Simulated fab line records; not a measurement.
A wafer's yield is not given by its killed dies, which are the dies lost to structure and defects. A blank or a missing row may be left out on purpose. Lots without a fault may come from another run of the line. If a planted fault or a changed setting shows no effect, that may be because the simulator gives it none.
A lot that was struck, set against a sound lot + flow nand-harc + 34 steps out of a route of 1302
Sound: wafers L418.1, L418.3, L418.6. Struck: wafers L432.1, L432.4, L432.6. Last of all comes the cause.
For every step that has rows: the tool of each side, followed by ch and its chambers, followed by its first start. Under that, the readings that differ: sound wafers + struck wafers + difference of the means + sigmas: that difference in standard deviations of wafers without a fault.
alike: readings with means less than 2 such deviations apart, plus words and numbers identical on both sides. not compared: withheld readings, readings lacking a value on some wafer, bounds such as >300 that could conceal the same value, and numbers that have no deviation in the record and whose values overlap.
A row with sigmas, a row that says differs or no value, or rows on one side alone: a step with any of these is where the two part. Numbers that have no deviation but don't overlap get no sigmas and don't part them. Lack of a reading on every wafer of one side parts them only where that side has two or more wafers.

first, 5 steps without rows for these wafers: NHARC_A_ONON_D1_DEP_19 (target thk 1000 nm); NHARC_A_ONON_D1_DEP_22 (target thk 1000 nm); NHARC_A_ONON_D1_DEP_25 (target thk 1000 nm); NHARC_A_ONON_D1_DEP_28 (target thk 1000 nm); NHARC_A_ONON_D1_DEP_33 (deposits SiO2, target thk 200 nm).
NHARC_A_CHANNEL_HOLE_D1_DEP_00: deposits aC, target thk 3100 nm.
  sound on acl-dep-02 ch 0, day 8 13:16; struck on acl-dep-02 ch 0, day 14 09:32
  alike: throttle-valve-pct
then, 11 steps without rows for these wafers: NHARC_A_CHANNEL_HOLE_D1_DEP_01 (deposits SiON, target thk 140 nm); NHARC_A_CHANNEL_HOLE_D1_DEHYDRATE_02 (time 120 s); NHARC_A_CHANNEL_HOLE_D1_HMDS_03 (time 30 s); NHARC_A_CHANNEL_HOLE_D1_COAT_36 (time 75 s); NHARC_A_CHANNEL_HOLE_D1_COAT_37 (time 65 s); NHARC_A_CHANNEL_HOLE_D1_COAT_04 (resist thk 90 nm); NHARC_A_CHANNEL_HOLE_D1_SOFTBAKE_05 (time 55 s); NHARC_A_CHANNEL_HOLE_D1_EBR_06; NHARC_A_CHANNEL_HOLE_D1_EXPOSE_07 (exposes mask HOLE D1, target cd 100 nm); NHARC_A_CHANNEL_HOLE_D1_PEB_08 (peb time 65 s); NHARC_A_CHANNEL_HOLE_D1_DEVELOP_09 (develop time 35 s).
NHARC_A_CHANNEL_HOLE_D1_INSPECT_12:
  struck on defect-inspect-02, day 14 12:11; sound on defect-inspect-02, day 8 16:02
| reading          | sound | struck        | difference | sigmas      |
|------------------|-------|---------------|------------|-------------|
| raw-defect-count | 7 4 3 | 1100 1016 996 | +1033      | +99 or more |
then, 14 steps without rows for these wafers: NHARC_A_CHANNEL_HOLE_D1_DESCUM_15 (chemistry O2, time 3 s); NHARC_A_CHANNEL_HOLE_D1_ETCH_38 (etches the open film in CF4, target depth 39 nm, time 65 s); NHARC_A_CHANNEL_HOLE_D1_ETCH_39 (etches the open film in N2/H2, target depth 260 nm, time 325 s); NHARC_A_CHANNEL_HOLE_D1_ETCH_34 (etches the open film in CF4/CHF3, target depth 154 nm, time 77 s); NHARC_A_CHANNEL_HOLE_D1_ETCH_16 (etches the open film in O2/COS, target depth 3100 nm, time 806 s); NHARC_A_CHANNEL_HOLE_D1_ETCH_19 (etches the open film in C4F8/O2/Ar, time 34.5 s); NHARC_A_CHANNEL_HOLE_D1_ETCH_20 (etches the open film in C4F8/O2/Ar, time 361.9 s, target depth 1600 nm); NHARC_A_CHANNEL_HOLE_D1_ETCH_21 (etches the open film in C4F8/O2/Ar, time 514.3 s, target depth 1600 nm); NHARC_A_CHANNEL_HOLE_D1_ETCH_22 (etches the open film in C4F8/O2/Ar, time 666.7 s, target depth 1600 nm); NHARC_A_CHANNEL_HOLE_D1_ETCH_23 (etches the open film in C4F8/O2/Ar, time 819 s, target depth 1600 nm); NHARC_A_CHANNEL_HOLE_D1_ETCH_24 (etches the open film in C4F8/O2/Ar, time 906.2 s, target depth 1500 nm); NHARC_A_CHANNEL_HOLE_D1_ETCH_25 (etches the open film in C4F8/O2/Ar, time 1040.2 s, target depth 1500 nm); NHARC_A_CHANNEL_HOLE_D1_ETCH_26 (etches the open film in C4F8/O2/Ar, time 224.1 s, target depth 300 nm); NHARC_A_CHANNEL_HOLE_D1_ETCH_33 (etches the open film in C4F8/O2/Ar, time 90 s, target depth 400 nm).
NHARC_A_CHANNEL_HOLE_D1_INSPECT_40:
  struck on defect-inspect-02, day 14 21:34; sound on defect-inspect-01, day 8 23:21
| reading          | sound    | struck         | difference | sigmas |
|------------------|----------|----------------|------------|--------|
| raw-defect-count | 71 40 77 | 1168 1069 1034 | +1028      | +41    |
-- record jumps: 16 days between struck wafers' starts before vs after; left off in module A_CHANNEL_HOLE_D1, resumes in module END, first step shown is number 1302 of the route --
NHARC_END_SORT_01:
  here the record holds rows for the struck wafers (prober-02 ch 0, day 30 11:09) but none for the sound ones

WHERE THEY PART
First at NHARC_A_CHANNEL_HOLE_D1_INSPECT_12; last, within this record, at NHARC_END_SORT_01.

WHY: the cause the simulator had injected
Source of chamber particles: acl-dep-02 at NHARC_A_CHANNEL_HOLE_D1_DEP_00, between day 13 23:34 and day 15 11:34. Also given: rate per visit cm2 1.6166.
